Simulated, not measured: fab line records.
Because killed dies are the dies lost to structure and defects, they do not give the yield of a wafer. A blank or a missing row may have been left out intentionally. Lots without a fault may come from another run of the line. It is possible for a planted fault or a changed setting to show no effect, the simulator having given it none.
fab line records	flow n5Finfet
record: lots: 5	wafers: 15	lastDay: 17
route steps=1938 shown BEOL_M4@1099 BEOL_M5@1112 BEOL_M10@1527 PASSIVATION@1936
lots that met no fault: from a run of the same line without faults
startH: start of the lot's first displayed wafer, in hours after the record's first day	waitH: hours since the lot's step before	" same as the row above	L1.1+2: one row covering several wafers at once	- no value, or no start was given	* or withheld: withheld	< > ~ a bound
route shown NAME@n: names a module that has steps shown in the file, with the first one's number in the route	usual: mean/standard deviation taken from wafers without a fault	same: alike in all rows	chamber/n: place in a boat	sites: each site's reading	_std_site: the standard deviation of these	_edge_site: outer sites' mean less inner sites'	radiusMm: how far each site lies from the wafer's centre	mask NAME#n: copy n	behind: the most recent tool/chamber to have shaped the wafer	hold: why the lot went on hold/how many hours it stayed there/how the hold came to an end	device: names the non-switching transistor (n, p or np)	end of line: the tests these same wafers got at the end of their route	step lacking rows: just its recipe	killed: the dies lost at the first sort to structure and to defects; this is not the yield of the wafer	map: per-die view of a wafer (x killed, . not killed, _ where there is no die)
set.NAME: the setting as run; set.NAME@STEP: as run at that earlier step	model.NAME: the simulator's own value behind a step, which no gauge read
lots at some steps of the route; a table a step, a row a wafer
services: the hour from which a tool's chamber was out of use, counted from the record's first day as startH (under 0 if before that day), plus the number of hours and why
== steps ==
step: N5_BEOL_M4_ANNEAL_95
recipe: tempC: 400	timeS: 240	ambient: vacuum
step: N5_BEOL_M4_SPUTTER_96
recipe: material: Cu	targetThkA: 45	tempC: -20	chamberPressurePa: 0.07	powerW: withheld	timeS: 8.29
step: N5_BEOL_M4_ECD_50
recipe: material: Cu	targetThkA: 3000
step: N5_BEOL_M4_ANNEAL_51
recipe: tempC: 225	timeS: 90	ambient: N2
step: N5_BEOL_M4_CMP_52
recipe: stopOn: SiOC	tOverpolishS: 6.8	downForcePsi: 1	platenRpm: 50	clearingPlatenDownForcePsi: 1.5	clearingPlatenRpm: 50	postCmpClean: cuAlkaline	targetThkNm: 40	clearingPlatenPadVelocityMS: 0.99484	padVelocityMS: 0.99484
step: N5_BEOL_M4_PRE_CLEAN_60
recipe: gas: NH3/H2	timeS: 15	tempC: *	rfPowerW: 300
step: N5_BEOL_M4_CO_CAP_55
recipe: material: Co	targetThkA: 20	tempC: 200	precursor: CCTBA/H2	pressureTorr: 30	timeS: 102.1
step: N5_BEOL_M4_PRE_CLEAN_56
recipe: gas: NH3	timeS: 15	tempC: withheld	rfPowerW: 300
step: N5_BEOL_M4_DEP_57
recipe: material: SiCN	targetThkA: 80	tempC: withheld	precursor: 3MS/NH3	pressureTorr: 3	rfW: 202	timeS: 14
step: N5_BEOL_M4_RC_MEAS_101
usual: DIBL_N: 36.4/2	DIBL_P: 36.1/2.5	IOFF_N: 0.16/0.037	IOFF_P: 0.20/0.038	ION_N: 670/13	ION_P: 459/8.3	SS_N: 71.6/0.69	SS_P: 73.3/0.72	VT_N: 250/3.4	VT_P: -251/3.1
lot.wafer	tool	chamber	startH	waitH	DIBL_N[mV/V]	DIBL_P[mV/V]	IOFF_N[nA/um]	IOFF_P[nA/um]	ION_N[uA/um]	ION_P[uA/um]	SS_N[mV/dec]	SS_P[mV/dec]	VT_N[mV]	VT_P[mV]
L859.1	prober-01	0	207.34	0.0	36.1	34.7	0.14	0.21	668	463	70.7	73.2	252	-250
L859.4	"	0	"	"	38.1	37.6	0.19	0.27	664	459	72.0	73.7	248	-245
L859.5	"	0	"	"	36.6	34.5	0.16	0.20	663	454	71.6	73.2	250	-252
L867.1	prober-01	0	279.24	0.0	40.0	39.0	0.22	0.26	671	450	73.1	74.4	245	-249
L867.4	"	0	"	"	41.8	40.8	0.29	0.30	691	461	72.5	74.2	241	-246
L867.6	"	0	"	"	37.0	35.4	0.16	0.19	678	460	71.3	73.1	247	-249
L870.2	prober-02	0	279.60	0.2	36.0	36.4	0.15	0.19	683	462	71.9	73.9	250	-252
L870.3	"	0	"	"	35.4	35.7	0.13	0.17	653	452	71.6	72.6	254	-255
L870.5	"	0	"	"	36.8	37.2	0.16	0.20	680	457	72.0	72.7	249	-252
L869.1	prober-01	0	290.32	0.0	36.3	36.2	0.14	0.23	659	468	71.4	73.5	250	-247
L869.3	"	0	"	"	37.3	38.6	0.16	0.26	664	470	71.3	73.9	251	-245
L869.5	"	0	"	"	36.1	37.3	0.14	0.24	672	476	71.2	73.3	252	-246
L871.4	prober-02	0	297.95	0.5	36.6	36.7	0.17	0.24	676	463	71.5	73.4	250	-249
L871.5	"	0	"	"	34.8	34.1	0.14	0.18	662	452	71.3	72.0	252	-249
L871.6	"	0	"	"	35.6	34.6	0.15	0.19	668	456	71.9	72.2	253	-253
step: N5_BEOL_M5_ILD_DEP_00
recipe: material: SiCOH_lowk	targetThkA: 1406.4	tempC: 300	precursor: DEMS/porogen	pressureTorr: 5	rfW: 500	timeS: 25.9
step: N5_BEOL_M5_CURE_79
recipe: tempC: 385	timeS: 240	ambient: He/Ar	material: SiCOH_lowk
step: N5_BEOL_M5_PECVD_70
recipe: material: SiO2	targetThkA: 160	tempC: 400	precursor: TEOS/O2	pressureTorr: 5.5	rfW: 450	teosFlowSccm: 53.8	gas: O2	flowSccm: 3000	timeS: 18
step: N5_BEOL_M5_HM_DEP_02
recipe: material: TiN	targetThkA: 200	tempC: 25	chamberPressurePa: 0.49996
step: N5_BEOL_M5_COAT_59
recipe: resist: SOC	tempC: 250	timeS: 60	spinRpm: 1500	resistThkNm: 60
step: N5_BEOL_M5_COAT_60
recipe: resist: SiARC	tempC: 220	timeS: 60	spinRpm: 1500	resistThkNm: 12
step: N5_BEOL_M5_COAT_71
recipe: resist: underlayer	tempC: 205	timeS: 60	spinRpm: 1500	resistThkNm: 5
step: N5_BEOL_M5_COAT_05
recipe: resist: CAR-EUV	spinRpm: 1500	resistThkNm: 30
step: N5_BEOL_M5_EBR_07
recipe: solvent: PGMEA	ebrWidthMm: 1.5
step: N5_BEOL_M5_SOFTBAKE_06
recipe: tempC: 110	timeS: 60	resist: CAR-EUV
step: N5_BEOL_M5_EXPOSE_08
recipe: maskId: M5	na: 0.33	sourceShape: annular	sigmaInner: 0.4	sigmaOuter: 0.8	polarization: unpolarized	targetCdNm: 28	doseMj: 35.75
step: N5_BEOL_M5_PEB_09
recipe: pebTempC: 100	pebTimeS: 60	resist: CAR-EUV
step: N5_BEOL_M5_DEVELOP_10
recipe: developTimeS: 30	developer: TMAH	resist: CAR-EUV	rinseLiquid: surfactantRinse	dry: airSpin	devTempC: 23
step: N5_BEOL_M5_DESCUM_16
recipe: chemistry: O2	timeS: 7	sourcePowerW: 50	biasPowerW: 20	pressureMtorr: 20	rfFrequencyHz: 2.712e+07	tempC: 40	resist: CAR-EUV	o2FlowSccm: 225
step: N5_BEOL_M5_ETCH_72
recipe: chemistry: N2/H2	target: underlayer	targetDepthA: 65	maskMaterial: CAR-EUV	timeS: 5.2	ionEnergyEv: 200	pressureMtorr: 30	sourceW: 840	biasW: 150	n2FlowSccm: 200	h2FlowSccm: 200	ends: cleared
step: N5_BEOL_M5_ETCH_61
recipe: chemistry: CF4	target: SiARC	targetDepthA: 156	maskMaterial: CAR-EUV	timeS: 26	ionEnergyEv: 80	pressureMtorr: 40	sourceW: 545	biasW: 36	Ar_flow_sccm: 100	cf4FlowSccm: 100	ends: cleared
step: N5_BEOL_M5_ETCH_62
recipe: chemistry: N2/H2	target: SOC	targetDepthA: 750	overetchA: 150	maskMaterial: SiARC	tempC: 40	timeS: 112.5	ionEnergyEv: 200	pressureMtorr: 30	sourceW: 840	biasW: 150	n2FlowSccm: 200	h2FlowSccm: 200
step: N5_BEOL_M5_STRIP_63
recipe: chemistry: N2/H2	tempC: 40	n2FlowSccm: 200	h2FlowSccm: 200	rfFrequencyHz: 6e+07
step: N5_BEOL_M5_STRIP_73
recipe: chemistry: N2/H2	tempC: 40	n2FlowSccm: 200	h2FlowSccm: 200	rfFrequencyHz: 6e+07
step: N5_BEOL_M5_STRIP_64
recipe: chemistry: CF4	resist: SiARC	powerW: 300	biasPowerW: 75	pressureMtorr: 50	cf4FlowSccm: 150	rfFrequencyHz: 6e+07
step: N5_BEOL_M5_HM_OPEN_17
recipe: chemistry: Cl2/BCl3	targetDepthA: 200	overetchA: 60	target: TiN	maskMaterial: SOC	ionEnergyEv: 150	pressureMtorr: 10	icpW: 1000	biasW: 126	Cl2_flow_sccm: 53.25	bcl3FlowSccm: 21.75	Ar_flow_sccm: 25
step: N5_BEOL_M5_STRIP_19
recipe: chemistry: O2	powerW: 400	tempC: 40	pressureMtorr: 30	rfFrequencyHz: 6e+07	biasPowerW: 0	overashFraction: 0.2	o2FlowSccm: 225
step: N5_BEOL_M5_COAT_65
recipe: resist: SOC	tempC: 250	timeS: 60	spinRpm: 1500	resistThkNm: 60
step: N5_BEOL_M5_COAT_66
recipe: resist: SiARC	tempC: 220	timeS: 60	spinRpm: 1500	resistThkNm: 12
step: N5_BEOL_M10_SPUTTER_48
recipe: material: Cu	targetThkA: 120	tempC: -20	biasV: 60	powerW: 26000	chamberPressurePa: 0.13	timeS: 2
usual: biasV: 60.0/0.63	cathodeDcPowerW: 26000/4.6	throttleValvePct: 29.9/1.4
lot.wafer	tool	chamber	startH	waitH	biasV	cathodeDcPowerW	throttleValvePct
L859.1	pvdSputter-01	-	267.21	0.1	59.6	26001	27.1
L859.4	"	-	"	"	60.7	26002	28.5
L859.5	"	-	"	"	60.8	26001	29.0
L870.2	pvdSputter-01	-	334.24	0.1	-	-	-
L870.3	"	-	"	"	-	-	-
L870.5	"	-	"	"	-	-	-
L867.1	pvdSputter-01	-	334.80	0.2	-	-	-
L867.4	"	-	"	"	-	-	-
L867.6	"	-	"	"	-	-	-
L869.1	pvdSputter-01	-	340.65	0.5	-	-	-
L869.3	"	-	"	"	-	-	-
L869.5	"	-	"	"	-	-	-
L871.4	pvdSputter-02	-	354.97	0.0	59.9	25997	31.2
L871.5	"	-	"	"	60.5	25998	29.0
L871.6	"	-	"	"	59.3	26003	30.8
step: N5_BEOL_M10_CMP_52
recipe: stopOn: SiCOH_lowk	tOverpolishS: 7	downForcePsi: 1	platenRpm: 50	clearingPlatenDownForcePsi: 1.5	clearingPlatenRpm: 50	postCmpClean: cuAlkaline	targetThkNm: 140	clearingPlatenPadVelocityMS: 0.99484	padVelocityMS: 0.99484
usual: motorCurrentA: 6.1/0.81	timeToEndpointS: 64/3.8
lot.wafer	tool	chamber	startH	waitH	motorCurrentA	timeToEndpointS
L859.4	cmp-02	3	267.99	0.1	6.5	63
L859.1	"	1	"	"	7.0	68
L859.5	"	3	"	"	6.2	61
L870.2	cmp-02	2	334.97	0.2	4.4	0
L870.3	"	0	"	"	5.3	3
L870.5	"	3	"	"	6.4	0
L867.4	cmp-03	1	335.34	0.1	6.6	1
L867.1	"	3	"	"	6.1	0
L867.6	"	2	"	"	7.1	0
L869.1	cmp-01	2	341.34	0.3	5.6	0
L869.3	"	1	"	"	5.3	0
L869.5	"	2	"	"	5.5	0
L871.4	cmp-02	3	355.57	0.2	5.9	65
L871.5	"	1	"	"	7.2	68
L871.6	"	2	"	"	4.7	64
step: N5_PASSIVATION_PROBE_49
usual: defectLimitedYield: 91.2/1.6	killed_at_M0_to_M3: 34/11	killed_at_M4_up: 13/5.2	killedAtContacts: 13/6.3	killedAtFrontEnd: 40/14	killedAtOther: 3.2/2.4	killedDies: 104/19	killedOnRim: 14/4.2	killedOpen: 69/14	killedShort: 32/7.5	sort_bin_5_function: 5.3/1.1	sort_bin_6_memory: 3.2/0.73	sort_bin_8_speed: 0.01/0.038	sortNPass: 1076/19	sortYieldPct: 91.2/1.6
same: grossDies: 1180	killedAtBackSide: 0	sort_bin_4_leakage[%]: 0
lot.wafer	tool	chamber	startH	waitH	defectLimitedYield[%]	killed_at_M0_to_M3	killed_at_M4_up	killedAtContacts	killedAtFrontEnd	killedAtOther	killedDies	killedOnRim	killedOpen	killedShort	sort_bin_5_function[%]	sort_bin_6_memory[%]	sort_bin_8_speed[%]	sortNPass	sortYieldPct[%]
L859.1	prober-02	-	315.59	0.0	92.5	38	5	6	36	3	88	15	62	24	3.9	3.1	0	1092	92.5
L859.4	prober-02	-	315.74	0.2	89.8	45	18	11	37	9	120	16	74	45	6.6	3.2	0	1060	89.8
L859.5	prober-02	-	315.79	0.2	92.0	25	8	16	42	3	94	11	63	30	5.5	2.3	0	1086	92.0
L867.1	prober-01	-	384.97	0.0	0	53	1062	7	56	2	1180	152	94	43	95.9	3.6	0	0	0
L867.4	prober-01	-	385.12	0.2	0	51	1067	14	44	4	1180	152	77	46	95.3	4.0	0	0	0
L867.6	prober-01	-	385.22	0.3	0	61	1045	18	49	7	1180	152	91	46	95.3	4.2	0	0	0
L870.2	prober-02	-	387.42	0.1	0	29	1104	12	32	3	1180	152	58	26	97.0	2.6	0	0	0
L870.3	prober-02	-	387.47	0.1	0	38	1099	12	28	3	1180	152	63	32	96.6	3.1	0	0	0
L870.5	prober-02	-	387.57	0.2	0	32	1120	3	25	0	1180	152	46	23	97.1	2.6	0	0	0
L869.1	prober-01	-	393.34	0.0	0	36	1080	36	25	3	1180	152	77	28	97.5	2.2	0	0	0
L869.3	prober-01	-	393.44	0.1	0	25	1113	18	23	1	1180	152	59	15	97.5	2.3	0	0	0
L869.5	prober-01	-	393.54	0.2	0	31	1091	12	38	8	1180	152	76	30	96.5	3.1	0	0	0
killed by level:class
L859.1 BEOL_M2:geometricParticle:open=16 FIN_SAQP:geometricParticle:open=12 BEOL_M3:geometricParticle:open=9 FIN_SAQP:geometricParticle:short=6 MOL_CONTACT_COAG:geometricParticle:open=5 STI_FIN_REVEAL:geometricParticle:open=4 BEOL_M0_SAQP:geometricParticle:short=4 BEOL_M1:geometricParticle:open=4
L859.4 BEOL_M4:geometricParticle:open=12 MOL_CONTACT_COAG:geometricParticle:open=10 BEOL_M0_SAQP:geometricParticle:short=10 FIN_SAQP:geometricParticle:short=9 BEOL_M2:geometricParticle:open=9 STI_FIN_REVEAL:geometricParticle:open=8 BEOL_M0:geometricParticle:open=6 BEOL_M0_SAQP:geometricParticle:open=5
L859.5 MOL_CONTACT_COAG:geometricParticle:open=12 DUMMY_GATE:geometricParticle:open=8 BEOL_M2:geometricParticle:open=7 FIN_SAQP:geometricParticle:open=5 ILD0:geometricParticle:open=5 STI_FIN_REVEAL:geometricParticle:open=4 MOL_CONTACT_COAG:geometricParticle:short=4 BEOL_M0_SAQP:geometricParticle:short=4
L867.1 BEOL_M10:areaSputter=537 BEOL_M10:areaEcd=505 FIN_SAQP:geometricParticle:open=20 BEOL_M0_SAQP:geometricParticle:open=16 BEOL_M0_SAQP:geometricParticle:short=12 FIN_SAQP:geometricParticle:short=11 BEOL_M4:geometricParticle:open=11 BEOL_M1:geometricParticle:open=10
L867.4 BEOL_M10:areaSputter=533 BEOL_M10:areaEcd=523 BEOL_M3:geometricParticle:open=15 FIN_SAQP:geometricParticle:open=14 BEOL_M0_SAQP:geometricParticle:open=13 MOL_CONTACT_COAG:geometricParticle:open=10 FIN_SAQP:geometricParticle:short=8 BEOL_M2:geometricParticle:short=7
L867.6 BEOL_M10:areaSputter=529 BEOL_M10:areaEcd=512 FIN_SAQP:geometricParticle:open=17 BEOL_M3:geometricParticle:open=16 BEOL_M0_SAQP:geometricParticle:open=13 MOL_CONTACT_COAG:geometricParticle:open=12 FIN_SAQP:geometricParticle:short=11 BEOL_M0_SAQP:geometricParticle:short=11
L870.2 BEOL_M10:areaEcd=553 BEOL_M10:areaSputter=540 MOL_CONTACT_COAG:geometricParticle:open=8 DUMMY_GATE:geometricParticle:open=7 BEOL_M1:geometricParticle:open=7 BEOL_M3:geometricParticle:open=7 BEOL_M0_SAQP:geometricParticle:open=5 STARTING-WAFER:geometricParticle:open=5
L870.3 BEOL_M10:areaEcd=544 BEOL_M10:areaSputter=541 STI_FIN_REVEAL:geometricParticle:open=11 BEOL_M0_SAQP:geometricParticle:short=11 MOL_CONTACT_COAG:geometricParticle:open=10 BEOL_M0_SAQP:geometricParticle:open=7 BEOL_M1:geometricParticle:open=6 BEOL_M3:geometricParticle:open=5
L870.5 BEOL_M10:areaSputter=560 BEOL_M10:areaEcd=548 BEOL_M0_SAQP:geometricParticle:open=8 FIN_SAQP:geometricParticle:short=6 BEOL_M1:geometricParticle:open=6 BEOL_M0_SAQP:geometricParticle:short=4 BEOL_M3:geometricParticle:open=4 FIN_SAQP:geometricParticle:open=3
L869.1 BEOL_M10:areaSputter=544 BEOL_M10:areaEcd=530 MOL_CONTACT_COAG:geometricParticle:open=29 BEOL_M2:geometricParticle:open=11 STI_FIN_REVEAL:geometricParticle:open=9 MOL_CONTACT_COAG:geometricParticle:short=7 BEOL_M0_SAQP:geometricParticle:short=6 BEOL_M0:geometricParticle:open=5
L869.3 BEOL_M10:areaSputter=553 BEOL_M10:areaEcd=550 MOL_CONTACT_COAG:geometricParticle:open=17 BEOL_M3:geometricParticle:open=7 BEOL_M1:geometricParticle:open=6 STARTING-WAFER:geometricParticle:open=5 GATE_CUT:geometricParticle:short=4 BEOL_M0:geometricParticle:open=4
L869.5 BEOL_M10:areaSputter=546 BEOL_M10:areaEcd=528 MOL_CONTACT_COAG:geometricParticle:open=11 STI_FIN_REVEAL:geometricParticle:open=10 GATE_CUT:geometricParticle:short=8 BEOL_M3:geometricParticle:open=7 BEOL_M0:geometricParticle:open=6 FIN_SAQP:geometricParticle:short=5
map L867.1 (x killed, . not)
_________________xxxxxxxxxxxx________________
______________xxxxxxxxxxxxxxxxxx_____________
___________xxxxxxxxxxxxxxxxxxxxxxxx__________
__________xxxxxxxxxxxxxxxxxxxxxxxxxx_________
________xxxxxxxxxxxxxxxxxxxxxxxxxxxxxx_______
_______xxxxxxxxxxxxxxxxxxxxxxxxxxxxxxxx______
______xxxxxxxxxxxxxxxxxxxxxxxxxxxxxxxxxx_____
_____xxxxxxxxxxxxxxxxxxxxxxxxxxxxxxxxxxxx____
____xxxxxxxxxxxxxxxxxxxxxxxxxxxxxxxxxxxxxx___
___xxxxxxxxxxxxxxxxxxxxxxxxxxxxxxxxxxxxxxxx__
___xxxxxxxxxxxxxxxxxxxxxxxxxxxxxxxxxxxxxxxx__
__xxxxxxxxxxxxxxxxxxxxxxxxxxxxxxxxxxxxxxxxxx_
__xxxxxxxxxxxxxxxxxxxxxxxxxxxxxxxxxxxxxxxxxx_
_xxxxxxxxxxxxxxxxxxxxxxxxxxxxxxxxxxxxxxxxxxxx
_xxxxxxxxxxxxxxxxxxxxxxxxxxxxxxxxxxxxxxxxxxxx
_xxxxxxxxxxxxxxxxxxxxxxxxxxxxxxxxxxxxxxxxxxxx
_xxxxxxxxxxxxxxxxxxxxxxxxxxxxxxxxxxxxxxxxxxxx
_xxxxxxxxxxxxxxxxxxxxxxxxxxxxxxxxxxxxxxxxxxxx
_xxxxxxxxxxxxxxxxxxxxxxxxxxxxxxxxxxxxxxxxxxxx
_xxxxxxxxxxxxxxxxxxxxxxxxxxxxxxxxxxxxxxxxxxxx
_xxxxxxxxxxxxxxxxxxxxxxxxxxxxxxxxxxxxxxxxxxxx
__xxxxxxxxxxxxxxxxxxxxxxxxxxxxxxxxxxxxxxxxxx_
__xxxxxxxxxxxxxxxxxxxxxxxxxxxxxxxxxxxxxxxxxx_
___xxxxxxxxxxxxxxxxxxxxxxxxxxxxxxxxxxxxxxxx__
___xxxxxxxxxxxxxxxxxxxxxxxxxxxxxxxxxxxxxxxx__
____xxxxxxxxxxxxxxxxxxxxxxxxxxxxxxxxxxxxxx___
_____xxxxxxxxxxxxxxxxxxxxxxxxxxxxxxxxxxxx____
______xxxxxxxxxxxxxxxxxxxxxxxxxxxxxxxxxx_____
_______xxxxxxxxxxxxxxxxxxxxxxxxxxxxxxxx______
________xxxxxxxxxxxxxxxxxxxxxxxxxxxxxx_______
__________xxxxxxxxxxxxxxxxxxxxxxxxxx_________
___________xxxxxxxxxxxxxxxxxxxxxxxx__________
______________xxxxxxxxxxxxxxxxxx_____________
_________________xxxxxxxxxxxx________________
map L869.1 (x killed, . not)
_________________xxxxxxxxxxxx________________
______________xxxxxxxxxxxxxxxxxx_____________
___________xxxxxxxxxxxxxxxxxxxxxxxx__________
__________xxxxxxxxxxxxxxxxxxxxxxxxxx_________
________xxxxxxxxxxxxxxxxxxxxxxxxxxxxxx_______
_______xxxxxxxxxxxxxxxxxxxxxxxxxxxxxxxx______
______xxxxxxxxxxxxxxxxxxxxxxxxxxxxxxxxxx_____
_____xxxxxxxxxxxxxxxxxxxxxxxxxxxxxxxxxxxx____
____xxxxxxxxxxxxxxxxxxxxxxxxxxxxxxxxxxxxxx___
___xxxxxxxxxxxxxxxxxxxxxxxxxxxxxxxxxxxxxxxx__
___xxxxxxxxxxxxxxxxxxxxxxxxxxxxxxxxxxxxxxxx__
__xxxxxxxxxxxxxxxxxxxxxxxxxxxxxxxxxxxxxxxxxx_
__xxxxxxxxxxxxxxxxxxxxxxxxxxxxxxxxxxxxxxxxxx_
_xxxxxxxxxxxxxxxxxxxxxxxxxxxxxxxxxxxxxxxxxxxx
_xxxxxxxxxxxxxxxxxxxxxxxxxxxxxxxxxxxxxxxxxxxx
_xxxxxxxxxxxxxxxxxxxxxxxxxxxxxxxxxxxxxxxxxxxx
_xxxxxxxxxxxxxxxxxxxxxxxxxxxxxxxxxxxxxxxxxxxx
_xxxxxxxxxxxxxxxxxxxxxxxxxxxxxxxxxxxxxxxxxxxx
_xxxxxxxxxxxxxxxxxxxxxxxxxxxxxxxxxxxxxxxxxxxx
_xxxxxxxxxxxxxxxxxxxxxxxxxxxxxxxxxxxxxxxxxxxx
_xxxxxxxxxxxxxxxxxxxxxxxxxxxxxxxxxxxxxxxxxxxx
__xxxxxxxxxxxxxxxxxxxxxxxxxxxxxxxxxxxxxxxxxx_
__xxxxxxxxxxxxxxxxxxxxxxxxxxxxxxxxxxxxxxxxxx_
___xxxxxxxxxxxxxxxxxxxxxxxxxxxxxxxxxxxxxxxx__
___xxxxxxxxxxxxxxxxxxxxxxxxxxxxxxxxxxxxxxxx__
____xxxxxxxxxxxxxxxxxxxxxxxxxxxxxxxxxxxxxx___
_____xxxxxxxxxxxxxxxxxxxxxxxxxxxxxxxxxxxx____
______xxxxxxxxxxxxxxxxxxxxxxxxxxxxxxxxxx_____
_______xxxxxxxxxxxxxxxxxxxxxxxxxxxxxxxx______
________xxxxxxxxxxxxxxxxxxxxxxxxxxxxxx_______
__________xxxxxxxxxxxxxxxxxxxxxxxxxx_________
___________xxxxxxxxxxxxxxxxxxxxxxxx__________
______________xxxxxxxxxxxxxxxxxx_____________
_________________xxxxxxxxxxxx________________
== services ==
tool	chamber	startH	hours	kind
cmp-01	-	249.27	0.4	repair
cmp-01	-	267.77	4.0	pm
cmp-01	-	271.77	-	consumableReplace:conditioner
cmp-01	-	271.77	-	consumableReplace:pad
cmp-02	-	271.79	4.5	repair
cmp-03	-	273.50	26.7	repair
cmp-03	-	302.15	15.6	pm
cmp-01	-	324.78	0.4	repair
cmp-03	-	326.82	6.2	pm
cmp-03	-	354.59	0.9	repair
== key ==
firstSign: step: N5_BEOL_M10_SPUTTER_48	reading: toolRecord	direction: missing
effect: step: N5_BEOL_M10_CMP_52	reading: timeToEndpointS	direction: down	sigmas: 17	usual: *	struck: *
effect: step: N5_PASSIVATION_PROBE_49	reading: killed_at_M4_up	direction: up	sigmas: 99+	usual: 13	struck: 1087
moreKillsBornAt: N5_BEOL_M10_SPUTTER_48@pvdSputter-01: 4883	N5_BEOL_M10_ECD_50@ecdCu-01: 4793
metAt N5_BEOL_M10_SPUTTER_48
struckWafers L867.1,L867.4,L867.6,L869.1,L869.3,L869.5,L870.2,L870.3,L870.5
laterRowsLeftOut L867.1,L867.4,L867.6,L869.1,L869.3,L869.5,L870.2,L870.3,L870.5
onsetBetween 267.21 334.24
fault: kind: skippedStepWhole	tool: pvdSputter-01	chamber: -	onsetH: 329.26	steps: N5_BEOL_M10_SPUTTER_48	scope: struckLotsOnly
laterRowsLeftOut: the simulator's readings of these wafers behind a module that went badly wrong aren't trusted and aren't shown, but for the sort
